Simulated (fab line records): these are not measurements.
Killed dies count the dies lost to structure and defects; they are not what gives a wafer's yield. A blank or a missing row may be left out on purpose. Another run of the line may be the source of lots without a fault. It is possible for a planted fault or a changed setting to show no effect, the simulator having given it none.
Which of the tools did it?    flow nand-harc    Sampling: 24 lots, 72 wafers, 6 of 1159 route steps

== WHAT THE GAUGES SHOWED, per wafer ==
NHARC_P_ZERO_WELL_CD_MEAS_37 targets a cd of 720 nm.
lot   measured     on         cd-nm (nm)
L074  day 1 16:17  cd-sem-03  722.0 720.0 720.7
L075  day 1 21:58  cd-sem-03  719.6 718.7 719.4
L076  day 2 04:11  cd-sem-02  721.2 720.6 719.3
L077  day 2 09:59  cd-sem-02  721.1 720.0 720.5
L078  day 2 16:07  cd-sem-03  720.4 718.4 722.3
L079  day 2 22:08  cd-sem-02  720.5 721.3 719.5
L080  day 3 03:59  cd-sem-01  723.5 721.1 721.9
L081  day 3 10:02  cd-sem-01  721.4 718.3 720.3
L082  day 3 16:14  cd-sem-02  720.0 720.8 720.2
L083  day 3 21:54  cd-sem-01  722.1 721.5 721.9
L084  day 4 04:08  cd-sem-02  723.0 723.2 723.8
L085  day 4 09:52  cd-sem-02  722.0 720.7 720.8
L086  day 4 16:45  cd-sem-02  720.2 720.5 717.4
L087  day 4 22:13  cd-sem-03  722.1 720.5 722.8
L088  day 5 04:23  cd-sem-03  722.4 721.8 721.0
L089  day 5 10:06  cd-sem-03  720.9 722.8 722.9
L090  day 5 16:27  cd-sem-01  723.3 724.1 723.6
L091  day 5 22:07  cd-sem-03  719.0 719.8 717.8
L092  day 6 03:59  cd-sem-02  721.5 720.6 722.7
L093  day 6 10:08  cd-sem-01  719.7 720.6 718.9
L094  day 6 16:14  cd-sem-01  723.3 721.9 722.5
L095  day 6 22:21  cd-sem-02  723.7 721.5 722.6
L096  day 7 03:59  cd-sem-02  721.0 723.5 724.4
L097  day 7 10:18  cd-sem-02  719.9 722.6 720.7

NHARC_P_STI_INSPECT_25.
lot   measured     on                 raw-defect-count
L074  day 3 15:49  defect-inspect-02  152 269 253
L075  day 3 23:11  defect-inspect-02  141 281 158
L076  day 4 09:09  defect-inspect-01  92 184 154
L077  day 4 09:08  defect-inspect-02  289 227 185
L078  day 4 20:00  defect-inspect-02  205 157 326
L079  day 4 20:00  defect-inspect-01  138 142 114
L080  day 5 16:57  defect-inspect-01  96 158 107
L081  day 5 16:57  defect-inspect-02  133 125 177
L082  day 5 16:58  defect-inspect-01  181 219 291
L083  day 5 16:58  defect-inspect-02  130 152 148
L084  day 6 10:22  defect-inspect-01  123 180 221
L085  day 6 10:22  defect-inspect-02  147 256 240
L086  day 6 23:53  defect-inspect-02  168 182 128
L087  day 6 23:53  defect-inspect-01  147 54 173
L088  day 7 03:54  defect-inspect-02  154 270 164
L089  day 7 08:24  defect-inspect-02  345 608 528
L090  day 7 16:56  defect-inspect-02  225 127 168
L091  day 7 16:56  defect-inspect-01  255 284 335
L092  day 8 07:41  defect-inspect-01  403 279 401
L093  day 8 07:43  defect-inspect-02  166 253 136
L094  day 8 19:28  defect-inspect-02  218 218 197
L095  day 8 19:28  defect-inspect-01  134 168 108
L096  day 9 07:15  defect-inspect-01  312 214 219
L097  day 9 07:15  defect-inspect-02  219 208 159

NHARC_P_CONTACT_CD_MEAS_19.
lot   measured      on         cd-nm (nm)
L074  day 5 13:29   cd-sem-01  90.4 90.3 89.8
L075  day 5 19:56   cd-sem-03  91.5 90.9 92.9
L076  day 6 04:37   cd-sem-03  89.5 89.5 87.8
L077  day 6 05:30   cd-sem-02  90.8 89.9 91.2
L078  day 6 19:29   cd-sem-03  92.8 89.2 88.6
L079  day 6 19:03   cd-sem-01  89.0 89.6 90.6
L080  day 7 14:03   cd-sem-03  89.5 88.6 88.4
L081  day 7 13:22   cd-sem-03  91.0 90.4 90.2
L082  day 7 13:12   cd-sem-01  89.9 90.6 90.0
L083  day 7 21:22   cd-sem-02  90.1 90.2 90.8
L084  day 8 09:09   cd-sem-02  88.7 89.8 87.8
L085  day 8 05:50   cd-sem-03  90.0 90.3 90.7
L086  day 8 23:15   cd-sem-02  89.0 88.7 90.6
L087  day 9 01:29   cd-sem-01  89.5 89.2 91.2
L088  day 9 06:35   cd-sem-03  89.0 88.4 90.0
L089  day 9 05:35   cd-sem-02  92.0 92.7 90.6
L090  day 9 13:08   cd-sem-03  88.9 90.8 87.9
L091  day 9 12:22   cd-sem-01  91.8 89.4 89.8
L092  day 10 03:30  cd-sem-01  89.6 87.4 87.0
L093  day 10 03:47  cd-sem-03  91.3 93.5 90.5
L094  day 10 16:44  cd-sem-01  90.4 90.7 93.3
L095  day 10 17:11  cd-sem-01  90.5 90.0 86.1
L096  day 11 03:57  cd-sem-02  92.6 88.9 89.4
L097  day 11 02:48  cd-sem-02  91.1 89.9 88.3

== EACH LOT AND THE TOOL THAT RAN IT (in order: tool; ch and the chambers of the sampled wafers; start) ==
lot   NHARC_P_GATE_ETCH_32              NHARC_P_GATE_DESCUM_93              NHARC_P_CONTACT_DESCUM_17
L074  rie-si-04 ch 1,3, day 4 15:13     rie-diel-05 ch 0,3, day 5 06:19     rie-diel-13 ch 0,1, day 5 12:29
L075  rie-si-04 ch 0,1,3, day 4 23:18   rie-diel-08 ch 0,1,2, day 5 14:12   rie-diel-13 ch 0,1,3, day 5 18:55
L076  rie-si-03 ch 0,2,3, day 5 08:02   rie-diel-08 ch 0,2,3, day 5 22:55   rie-diel-01 ch 0,3, day 6 03:45
L077  rie-si-06 ch 0,1,2, day 5 08:53   rie-diel-08 ch 0,1, day 5 23:41     rie-diel-13 ch 2,3, day 6 04:38
L078  rie-si-06 ch 0,2,3, day 5 22:35   rie-diel-05 ch 1,2,3, day 6 13:35   rie-diel-13 ch 1,2,3, day 6 18:37
L079  rie-si-04 ch 0,2, day 5 22:20     rie-diel-05 ch 0,2, day 6 13:31     rie-diel-04 ch 1,3, day 6 18:10
L080  rie-si-06 ch 0,1,2, day 6 17:00   rie-diel-08 ch 1,2,3, day 7 07:49   rie-diel-01 ch 0,1,3, day 7 13:10
L081  rie-si-03 ch 0,1,3, day 6 16:15   rie-diel-08 ch 0,1,2, day 7 07:33   rie-diel-04 ch 0,2,3, day 7 12:20
L082  rie-si-06 ch 0,2,3, day 6 16:20   rie-diel-07 ch 0,1, day 7 07:06     rie-diel-13 ch 0,3, day 7 11:50
L083  rie-si-03 ch 0,1,2, day 6 17:03   rie-diel-08 ch 1,2,3, day 7 15:47   rie-diel-01 ch 0,1,3, day 7 20:31
L084  rie-si-06 ch 2,3, day 7 10:13     rie-diel-08 ch 0,1,3, day 8 03:18   rie-diel-04 ch 2,3, day 8 08:16
L085  rie-si-04 ch 1,2,3, day 7 09:20   rie-diel-08 ch 0,1,3, day 8 00:19   rie-diel-01 ch 0,2,3, day 8 04:58
L086  rie-si-06 ch 0,1,2, day 8 01:51   rie-diel-08 ch 0,2,3, day 8 17:12   rie-diel-01 ch 0,1,2, day 8 22:23
L087  rie-si-03 ch 0,2, day 8 01:05     rie-diel-05 ch 1,3, day 8 18:14     rie-diel-01 ch 0,1,3, day 9 00:17
L088  rie-si-06 ch 1,2,3, day 8 07:44   rie-diel-08 ch 0,1,3, day 9 00:59   rie-diel-04 ch 1,2,3, day 9 05:42
L089  rie-si-06 ch 0,1,3, day 8 07:31   rie-diel-08 ch 0,3, day 8 23:59     rie-diel-13 ch 1,3, day 9 04:42
L090  rie-si-04 ch 0,1, day 8 15:58     rie-diel-07 ch 1,2, day 9 07:18     rie-diel-04 ch 0,1, day 9 12:02
L091  rie-si-03 ch 0,1,2, day 8 15:46   rie-diel-05 ch 0,1,3, day 9 06:40   rie-diel-01 ch 1,2,3, day 9 11:26
L092  rie-si-03 ch 0,3, day 9 05:53     rie-diel-08 ch 2,3, day 9 21:11     rie-diel-01 ch 0,2,3, day 10 02:07
L093  rie-si-06 ch 1,2,3, day 9 06:02   rie-diel-08 ch 1,2, day 9 21:17     rie-diel-13 ch 0,1, day 10 02:16
L094  rie-si-03 ch 0,2,3, day 9 19:23   rie-diel-05 ch 0,1,2, day 10 10:23  rie-diel-13 ch 0,1,2, day 10 15:43
L095  rie-si-04 ch 1,2,3, day 9 19:24   rie-diel-05 ch 0,2,3, day 10 10:57  rie-diel-01 ch 0,2,3, day 10 16:18
L096  rie-si-06 ch 0,1,3, day 10 06:46  rie-diel-07 ch 1,2,3, day 10 21:53  rie-diel-01 ch 0,1,2, day 11 03:04
L097  rie-si-04 ch 0,3, day 10 06:11    rie-diel-08 ch 0,3, day 10 21:21    rie-diel-01 ch 0,2,3, day 11 01:56
- NHARC_P_GATE_ETCH_32: etches the open film in HBr/Cl2, target depth 150 nm, time 100.1 s.
- NHARC_P_GATE_DESCUM_93: chemistry O2, time 3 s.
- NHARC_P_CONTACT_DESCUM_17: chemistry O2, time 3 s.

== AS READ BY THE TOOLS THEMSELVES (means over the sampled wafers that have a number; for cases with no such wafer, the mark the record gives instead) ==
NHARC_P_GATE_ETCH_32.
lot   tool       drypump-motor-current-A (A)  oes-product-au (a.u.)  throttle-valve-pct (%)
L074  rie-si-04  5.4                          0.989                  26.414
L075  rie-si-04  5.4                          1.006                  26.402
L076  rie-si-03  5.4                          0.991                  26.410
L077  rie-si-06  5.6                          0.982                  26.415
L078  rie-si-06  5.3                          0.989                  26.409
L079  rie-si-04  5.2                          0.999                  26.401
L080  rie-si-06  5.5                          0.992                  26.400
L081  rie-si-03  5.6                          1.002                  26.413
L082  rie-si-06  5.3                          0.993                  26.411
L083  rie-si-03  5.5                          0.998                  26.407
L084  rie-si-06  4.9                          0.983                  26.399
L085  rie-si-04  5.3                          1.004                  26.401
L086  rie-si-06  5.6                          0.988                  26.415
L087  rie-si-03  5.3                          1.004                  26.415
L088  rie-si-06  5.1                          0.989                  26.411
L089  rie-si-06  5.5                          0.987                  26.399
L090  rie-si-04  5.4                          1.001                  26.406
L091  rie-si-03  5.5                          1.000                  26.405
L092  rie-si-03  5.3                          1.005                  26.405
L093  rie-si-06  5.1                          0.983                  26.399
L094  rie-si-03  5.4                          1.004                  26.399
L095  rie-si-04  5.4                          1.008                  26.419
L096  rie-si-06  5.5                          0.995                  26.413
L097  rie-si-04  5.3                          1.010                  26.406

NHARC_P_GATE_DESCUM_93.
lot   tool         drypump-motor-current-A (A)  oes-product-au (a.u.)  rf-vpp-V (V)  showerhead-plenum-p-Torr (Torr)  throttle-valve-pct (%)
L074  rie-diel-05  5.2                          1.003                  58.7          2.04                             11.311
L075  rie-diel-08  6.0                          1.007                  58.2          1.91                             11.309
L076  rie-diel-08  5.6                          1.005                  57.3          1.89                             11.304
L077  rie-diel-08  5.9                          0.999                  57.6          1.91                             11.303
L078  rie-diel-05  5.8                          0.991                  56.9          1.91                             11.305
L079  rie-diel-05  6.0                          0.988                  57.4          1.87                             11.321
L080  rie-diel-08  5.9                          1.000                  57.5          1.86                             11.307
L081  rie-diel-08  6.1                          1.013                  57.1          1.90                             11.314
L082  rie-diel-07  5.6                          0.989                  57.4          1.86                             11.308
L083  rie-diel-08  5.9                          1.000                  57.7          1.86                             11.305
L084  rie-diel-08  5.8                          1.007                  57.7          1.87                             11.308
L085  rie-diel-08  5.8                          1.001                  58.0          1.87                             11.316
L086  rie-diel-08  5.6                          1.004                  58.0          1.89                             11.319
L087  rie-diel-05  5.4                          0.999                  58.2          1.98                             11.316
L088  rie-diel-08  5.8                          1.002                  56.8          1.87                             11.314
L089  rie-diel-08  5.3                          0.997                  56.9          1.86                             11.311
L090  rie-diel-07  5.3                          0.988                  58.2          1.88                             11.308
L091  rie-diel-05  5.5                          0.994                  57.3          2.00                             11.308
L092  rie-diel-08  5.5                          1.000                  57.9          1.85                             11.304
L093  rie-diel-08  6.4                          1.003                  57.6          1.88                             11.315
L094  rie-diel-05  5.9                          0.994                  58.2          2.02                             11.309
L095  rie-diel-05  5.5                          1.000                  57.7          2.04                             11.318
L096  rie-diel-07  5.6                          1.007                  57.9          1.93                             11.314
L097  rie-diel-08  5.3                          1.001                  57.7          1.86                             11.316

NHARC_P_CONTACT_DESCUM_17.
lot   tool         drypump-motor-current-A (A)  oes-product-au (a.u.)  rf-vpp-V (V)  showerhead-plenum-p-Torr (Torr)  throttle-valve-pct (%)
L074  rie-diel-13  5.9                          1.006                  58.8          1.97                             11.319
L075  rie-diel-13  5.8                          1.005                  58.0          1.94                             11.308
L076  rie-diel-01  5.8                          0.998                  57.8          1.93                             11.309
L077  rie-diel-13  5.9                          1.006                  58.3          1.98                             11.315
L078  rie-diel-13  5.9                          0.997                  57.7          1.92                             11.312
L079  rie-diel-04  5.9                          0.997                  58.3          1.91                             11.310
L080  rie-diel-01  5.8                          1.005                  58.1          1.98                             11.326
L081  rie-diel-04  6.0                          0.996                  58.4          1.96                             11.308
L082  rie-diel-13  5.7                          0.999                  57.3          1.99                             11.316
L083  rie-diel-01  5.8                          1.000                  58.4          1.98                             11.305
L084  rie-diel-04  5.9                          1.000                  57.7          1.95                             11.308
L085  rie-diel-01  5.5                          1.003                  57.4          1.91                             11.318
L086  rie-diel-01  5.7                          1.004                  58.1          1.91                             11.309
L087  rie-diel-01  5.8                          1.005                  58.1          1.98                             11.314
L088  rie-diel-04  5.9                          0.999                  57.6          1.89                             11.318
L089  rie-diel-13  5.7                          1.008                  58.6          1.91                             11.314
L090  rie-diel-04  6.1                          1.000                  58.6          1.93                             11.317
L091  rie-diel-01  5.5                          0.992                  57.8          1.96                             11.297
L092  rie-diel-01  5.5                          0.995                  58.3          1.91                             11.313
L093  rie-diel-13  5.9                          1.001                  56.9          1.96                             11.310
L094  rie-diel-13  6.0                          1.001                  57.1          1.95                             11.311
L095  rie-diel-01  5.5                          1.001                  58.1          1.91                             11.315
L096  rie-diel-01  5.7                          1.009                  58.9          1.91                             11.298
L097  rie-diel-01  5.5                          1.002                  58.2          1.91                             11.311

== THE ANSWER, worked out from the rows above alone ==
Rule: the usual values come from the lots themselves. The widest of any qualifying gaps counts: lots, ordered by their means at a reading, are off when they make up no more than a third of the lots, leave a main group of 4 or more, and stand apart from it by 3 or more times the standard deviation of that group's means. A main group whose means are all the same, to the digits that the tables above print for the reading, isn't used. A lot without any number at a reading at which 4 lots or more have one is off too. All remaining lots with rows at the step are treated as sound. First the gauges in route order, then the tools' own readings, where a lot's mean is used as printed above. At the first step where some lot is off, the reading lying furthest off is the one used; lots without a number count as furthest.
No lot is off at any reading shown: from this, nothing can be told.

== WHAT THE SIMULATOR HAD PUT IN ==
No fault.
